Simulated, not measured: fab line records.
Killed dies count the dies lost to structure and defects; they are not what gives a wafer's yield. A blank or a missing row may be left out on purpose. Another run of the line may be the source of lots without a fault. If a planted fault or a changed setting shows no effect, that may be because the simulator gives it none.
The tool behind it: which one? -- flow n5_finfet -- 29 wafers from 10 lots sampled at 7 of the route's 1938 steps

WHAT THE GAUGES READ, wafer by wafer
N5_BEOL_M1_INSPECT_59: inspects for defects (darkfield).
lot,measured,on,raw_defect_count
L643,day 6 22:59,defect_inspect-02,130 103 113
L644,day 6 23:31,defect_inspect-02,54 69 63
L646,day 7 08:40,defect_inspect-01,39 86 64
L649,day 8 05:46,defect_inspect-01,47 53 61
L652,day 8 15:29,defect_inspect-01,63 83 71
L653,day 8 15:26,defect_inspect-02,73 58 38
L655,day 9 17:10,defect_inspect-01,94 52
L657,day 10 01:50,defect_inspect-02,97 48 84
L658,day 10 10:24,defect_inspect-01,1563 135 106
L666,day 12 07:45,defect_inspect-02,70 85 76

N5_BEOL_M2_INSPECT_13: inspects for defects (brightfield).
lot,measured,on,raw_defect_count
L643,day 6 23:56,defect_inspect-01,447 643 652
L644,day 7 00:34,defect_inspect-01,317 396 428
L646,day 7 10:55,defect_inspect-02,464 469 373
L649,day 8 10:53,defect_inspect-01,250 322 285
L652,day 8 18:17,defect_inspect-01,401 387 387
L653,day 8 18:04,defect_inspect-01,349 409 378
L655,day 9 19:10,defect_inspect-01,371 281
L657,day 10 03:42,defect_inspect-01,456 451 416
L658,day 10 11:38,defect_inspect-02,2014 523 386
L666,day 12 09:06,defect_inspect-01,369 508 503

N5_BEOL_M4_RC_MEAS_101.
lot,measured,on,DIBL_N (mV/V),DIBL_P (mV/V),IOFF_N (nA/um),IOFF_P (nA/um),ION_N (uA/um),ION_P (uA/um),SS_N (mV/dec),SS_P (mV/dec),VT_N (mV),VT_P (mV)
L643,day 8 10:58,prober-01,39.7 36.8 35.2,40.5 36.0 35.4,0.22 0.15 0.14,0.25 0.18 0.17,690 654 673,461 450 455,72.7 71.7 72.3,73.3 73.0 72.4,246 254 251,-250 -252 -254
L644,day 8 11:19,prober-02,35.0 38.2 34.7,34.6 37.9 35.4,0.13 0.20 0.14,0.15 0.20 0.17,660 669 677,449 449 458,71.1 71.7 71.3,72.9 72.7 73.3,250 247 250,-255 -252 -252
L646,day 9 01:17,prober-02,37.6 39.2 36.5,37.9 37.8 35.9,0.18 0.22 0.16,0.26 0.26 0.22,673 693 664,465 466 460,71.8 72.8 72.1,73.4 73.0 73.3,248 245 251,-248 -245 -249
L649,day 9 20:22,prober-01,35.6 35.2 36.8,35.4 34.8 37.2,0.15 0.15 0.17,0.22 0.21 0.24,672 685 679,471 475 474,70.9 71.3 70.8,73.2 72.8 73.7,252 249 248,-246 -247 -247
L652,day 10 08:16,prober-01,37.8 37.4 34.0,36.8 36.3 32.8,0.16 0.15 0.11,0.21 0.21 0.17,684 691 676,460 472 471,71.1 71.6 70.4,73.3 72.7 71.9,252 251 254,-249 -248 -253
L653,day 10 08:14,prober-02,39.2 37.5 38.4,39.2 37.9 38.4,0.21 0.18 0.19,0.23 0.21 0.23,699 675 681,465 460 456,71.7 71.3 72.1,73.5 73.6 73.5,245 246 246,-249 -250 -252
L655,day 11 11:19,prober-01,37.4 37.2,37.8 36.9,0.18 0.17,0.20 0.18,682 677,457 448,72.3 72.1,73.8 73.4,249 251,-253 -255
L657,day 12 00:20,prober-01,40.5 38.5 37.3,39.0 37.2 35.0,0.22 0.19 0.15,0.26 0.23 0.20,682 686 665,466 472 460,72.9 70.8 70.8,73.8 73.6 72.8,247 245 253,-248 -249 -251
L658,day 11 19:28,prober-01,36.9 38.3 36.3,35.2 38.0 35.0,0.15 0.19 0.15,0.19 0.24 0.20,676 684 675,461 464 460,71.7 71.8 71.7,72.9 74.0 73.7,250 248 251,-250 -249 -251
L666,day 13 22:26,prober-02,35.6 33.3 37.0,36.9 32.9 37.7,0.16 0.11 0.18,0.19 0.15 0.22,669 655 678,460 453 459,71.8 71.8 72.6,73.2 73.2 73.6,251 257 248,-253 -255 -250

TOOL THAT RAN EACH LOT (tool first, then ch and the chambers of the sampled wafers, then the start)
lot,N5_BEOL_M1_ANNEAL_91,N5_BEOL_M1_CMP_52,N5_BEOL_M1_PRE_CLEAN_60,N5_BEOL_M2_HM_DEP_02
L643,"pvd_sputter-02, day 6 21:20","cmp-03 ch 0,1,3, day 6 22:24","cvd_co-02 ch 0,2, day 6 22:44","pvd_sputter-03, day 6 23:28"
L644,"pvd_sputter-01, day 6 21:52","cmp-03 ch 1,3, day 6 22:58","cvd_co-01 ch 0,1, day 6 23:16","pvd_sputter-03, day 6 23:58"
L646,"pvd_sputter-03, day 7 06:56","cmp-02 ch 1,2,3, day 7 08:03","cvd_co-01 ch 0,1,2, day 7 08:23","pvd_sputter-01, day 7 10:26"
L649,"pvd_sputter-01, day 8 03:55","cmp-04 ch 0,1,3, day 8 04:59","cvd_co-01 ch 0,1,2, day 8 05:29","pvd_sputter-01, day 8 10:13"
L652,"pvd_sputter-01, day 8 13:42","cmp-02 ch 1,2, day 8 14:46","cvd_co-02 ch 0,2, day 8 15:06","pvd_sputter-01, day 8 17:41"
L653,"pvd_sputter-02, day 8 13:47","cmp-04 ch 0,1,2, day 8 14:53","cvd_co-01 ch 0,1, day 8 15:11","pvd_sputter-01, day 8 17:35"
L655,"pvd_sputter-02, day 9 15:29","cmp-02 ch 0,3, day 9 16:40","cvd_co-01 ch 0,1, day 9 16:53","pvd_sputter-01, day 9 18:44"
L657,"pvd_sputter-03, day 10 00:06","cmp-03 ch 1,2,3, day 10 01:14","cvd_co-01 ch 0,1, day 10 01:31","pvd_sputter-02, day 10 03:04"
L658,"pvd_sputter-02, day 10 08:00","cmp-04 ch 1,2, day 10 09:34","cvd_co-02 ch 0,1,2, day 10 10:07","pvd_sputter-01, day 10 11:08"
L666,"pvd_sputter-01, day 12 06:02","cmp-03 ch 1,2, day 12 07:09","cvd_co-01 ch 0,1, day 12 07:28","pvd_sputter-01, day 12 08:37"
- N5_BEOL_M1_ANNEAL_91: time 240 s.
- N5_BEOL_M1_CMP_52: polishes, stops on SiOC, t overpolish 6.8 s, target thk 40 nm.
- N5_BEOL_M1_PRE_CLEAN_60: time 15 s.
- N5_BEOL_M2_HM_DEP_02: deposits TiN, target thk 20 nm.

AS READ BY THE TOOLS THEMSELVES (means over the sampled wafers that have a number; for cases with no such wafer, the mark the record gives instead)
N5_BEOL_M1_ANNEAL_91.
lot,tool,heater_power_w (W)
L643,pvd_sputter-02,875
L644,pvd_sputter-01,854
L646,pvd_sputter-03,816
L649,pvd_sputter-01,785
L652,pvd_sputter-01,832
L653,pvd_sputter-02,965
L655,pvd_sputter-02,750
L657,pvd_sputter-03,805
L658,pvd_sputter-02,930
L666,pvd_sputter-01,784

N5_BEOL_M1_CMP_52.
lot,tool,barrier_field_endpoint_s (s),motor_current_A (A),overpolish_run_s (s),pad_life_wafers,time_to_endpoint_s (s)
L643,cmp-03,25.5,5.9,6.801,1039,65
L644,cmp-03,24.9,6.1,6.790,1046,65
L646,cmp-02,24.1,5.6,6.808,674,60
L649,cmp-04,25.3,6.4,6.808,338,63
L652,cmp-02,23.6,5.5,6.807,906,61
L653,cmp-04,24.9,6.3,6.792,422,61
L655,cmp-02,25.0,6.0,6.801,-,64
L657,cmp-03,24.7,6.1,6.797,1484,61
L658,cmp-04,24.3,5.7,6.794,883,61
L666,cmp-03,24.6,6.4,6.801,1915,60

N5_BEOL_M1_PRE_CLEAN_60.
lot,tool,heater_power_w (W)
L643,cvd_co-02,104
L644,cvd_co-01,83
L646,cvd_co-01,79
L649,cvd_co-01,80
L652,cvd_co-02,115
L653,cvd_co-01,84
L655,cvd_co-01,86
L657,cvd_co-01,87
L658,cvd_co-02,103
L666,cvd_co-01,87

N5_BEOL_M2_HM_DEP_02.
lot,tool,throttle_valve_pct (%)
L643,pvd_sputter-03,30.9
L644,pvd_sputter-03,30.4
L646,pvd_sputter-01,29.3
L649,pvd_sputter-01,29.3
L652,pvd_sputter-01,29.8
L653,pvd_sputter-01,29.8
L655,pvd_sputter-01,29.9
L657,pvd_sputter-02,30.4
L658,pvd_sputter-01,29.4
L666,pvd_sputter-01,29.5

THE ANSWER, worked out from the rows above alone
Rule: the usual values come from the lots themselves. The widest of any qualifying gaps counts: lots, ordered by their means at a reading, are off when they make up no more than a third of the lots, leave a main group of 4 or more, and stand apart from it by 3 or more times the standard deviation of that group's means. The tables above print the reading to a certain number of digits; a main group whose means all agree to those digits is not used. Also off: a lot with no number at a reading for which 4 or more lots have one. All remaining lots with rows at the step are treated as sound. After the gauges, taken in route order, come the tools' own readings; for these a lot's mean is taken, as printed above. At the first step where some lot is off, the reading lying furthest off is the one used; lots without a number count as furthest.
Off: L658 (N5_BEOL_M1_INSPECT_59, raw_defect_count). Mean 72 and standard deviation 17 in the main group.
If a tool, at a process step before that reading, ran all the lots that are off and no sound lot after the first of them, it fits. Not tried: the gauges at N5_BEOL_M1_INSPECT_59; whatever is off there is also off at N5_BEOL_M2_INSPECT_13, on other tools, and gauge error can't account for it. Can't be told from this: 3 tools fit, pvd_sputter-02 at N5_BEOL_M1_ANNEAL_91, cmp-04 at N5_BEOL_M1_CMP_52, cvd_co-02 at N5_BEOL_M1_PRE_CLEAN_60.

WHAT THE SIMULATOR PUT IN
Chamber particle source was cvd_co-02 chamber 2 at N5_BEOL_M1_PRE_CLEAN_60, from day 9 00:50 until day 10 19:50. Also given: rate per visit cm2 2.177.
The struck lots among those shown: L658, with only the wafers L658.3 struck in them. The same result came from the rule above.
